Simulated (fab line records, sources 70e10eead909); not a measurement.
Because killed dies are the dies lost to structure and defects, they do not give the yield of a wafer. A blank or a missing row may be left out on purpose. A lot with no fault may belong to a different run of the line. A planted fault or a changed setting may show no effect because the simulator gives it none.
Chamber matching | flow nand_harc | NHARC_A_STAIRCASE_DEP_322 on pecvd-01: 3 sister chambers
The step deposits SiO2, target thk 7200 nm. 6 wafers are shown with their chamber, then 9 later ones without.

WAFERS PAIRED WITH THEIR CHAMBERS
wafer  | chamber | heater_power_w (W)
L084.3 | 2       | 789
L084.4 | 2       | 678
L084.5 | 1       | 624
L089.2 | 1       | 637
L089.3 | 0       | 615
L089.5 | 0       | 533

WAFERS WITHOUT THEIR CHAMBER
wafer  | heater_power_w (W)
L090.2 | 704
L090.3 | 578
L090.6 | 529
L095.2 | 724
L095.3 | 608
L095.6 | 620
L097.3 | 651
L097.5 | 625
L097.6 | 520

WHICH CHAMBER EACH WENT THROUGH
wafer  | from the rows above          | in truth
L090.2 | can't be placed: 2 or 1 or 0 | 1
L090.3 | can't be placed: 0 or 1      | 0
L090.6 | can't be placed: 0 or 1      | 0
L095.2 | can't be placed: 2 or 1      | 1
L095.3 | can't be placed: 1 or 0 or 2 | 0
L095.6 | can't be placed: 1 or 0 or 2 | 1
L097.3 | can't be placed: 1 or 0 or 2 | 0
L097.5 | can't be placed: 1 or 0 or 2 | 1
L097.6 | can't be placed: 0 or 1      | 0
Correct placement for 0 of the 9. These rows do not allow placing 9 (true chamber among the candidates in 9). 0 placed wrongly.
How it was worked out, from the rows above alone: a wafer's distance from a chamber is the root of the sum, over the readings, of the square of ((its reading less the chamber's mean) divided by the reading's scatter). If the next closest chamber is less than 2 further off than the closest, the wafer can't be placed; otherwise it belongs to the closest. Each chamber's mean is taken over the wafers shown for it. How the scatter is found: for the shown wafers, subtract from each reading the mean of its chamber, square and add these, divide the total by (wafers less chambers), then take the root.
